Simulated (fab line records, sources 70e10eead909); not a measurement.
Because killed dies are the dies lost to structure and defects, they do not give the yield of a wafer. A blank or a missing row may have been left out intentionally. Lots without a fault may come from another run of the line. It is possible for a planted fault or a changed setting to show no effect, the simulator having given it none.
8D (eight disciplines) problem report, filled in by code || flow nand_harc || the parts of the form that need people (team, actions taken, sign-off) are left out

== 1. WHAT IS WRONG ==
Mean of run_length_s at NHARC_THIN_TSV_ETCH_59: 145.5 s across 3 wafers in 2 lots; on wafers with no fault it is 159.4 s (standard deviation 0.45). That puts it -31 standard deviations away from the usual mean.
The step: etches the open film in Cl2/BCl3, target depth 880 nm, time 138.1 s.
First observed at day 32 09:11: wafer L370.2, on rie_metal-03. At this step, 42 wafers from 14 lots have a number in the record. By rule, "out" or "out of limits" means more than 4 standard deviations away from the usual mean. Any other wafer with a number is counted as sound.

== 2. WHAT IT IS, AND WHAT IT ISN'T ==
{"question": "which readings at this step", "is": "run_length_s", "is not": "drypump_motor_current_A, oes_product_au, throttle_valve_pct"}
{"question": "which lots", "is": "L369, L370", "is not": "L350, L351, L353, L354, L355, L356, L357, L358, L359, L361, L365, L368"}
{"question": "which wafers of those lots", "is": "L369.4, L370.2, L370.6", "is not": "L369.1, L369.6, L370.3"}
{"question": "read on which tools", "is": "rie_metal-03", "is not": "rie_metal-01, rie_metal-02"}
{"question": "when", "is": "from day 32 09:11", "is not": "up to then (34 sound wafers); but 5 sound wafers of L368, L369 came after"}

== 3. WHAT RULES OUT EACH SUSPECT ==
Counting: if a tool at a process step up to the reading ran every lot that is out, it stays a suspect. Sound lots after the first of them don't rule it out here, since some wafers of a struck lot are sound.
- rie_metal-03 at NHARC_THIN_TSV_ETCH_59 (etches the open film in Cl2/BCl3, target depth 880 nm, time 138.1 s): kept. Ran every lot that is out, first one L370 (day 32 09:11); last sound lot up to then L359 (day 28 03:13). On those wafers its own readings are out: run_length_s.
- Within rie_metal-03 at NHARC_THIN_TSV_ETCH_59: the wafers that are out ran in chamber 0; their sound lot-mates ran in chamber 1.
Left after counting: rie_metal-03 at NHARC_THIN_TSV_ETCH_59.

== 4. THE CAUSE (what the simulator had put in) ==
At NHARC_THIN_TSV_ETCH_59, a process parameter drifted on rie_metal-03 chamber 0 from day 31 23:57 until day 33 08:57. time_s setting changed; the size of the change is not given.
After counting, this tool was the only one left.

== 5. THE EFFECT CHAIN, in route order ==
Rows list readings where the struck wafers' mean (over those with a number) sits beyond 3 standard deviations from the usual. Only readings for which the record gives a usual standard deviation are gone through. hours: the time from each lot's start at the first step in this table that gives one to its start at this step, as a median over the lots. sigmas: the change in usual standard deviations.
{"hours": 0, "step": "NHARC_THIN_TSV_ETCH_59", "reading": "run_length_s", "usual": "159.4 s", "on struck wafers": 145.5, "change": -13.9, "sigmas": -31}
Here are the process steps it includes:
- NHARC_THIN_TSV_ETCH_59: etches the open film in Cl2/BCl3, target depth 880 nm, time 138.1 s.

== 6. HOW IT WOULD HAVE BEEN CAUGHT EARLIER ==
In this record the first reading out of limits was taken at day 32 09:11, 9 hours after the fault began at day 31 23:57.
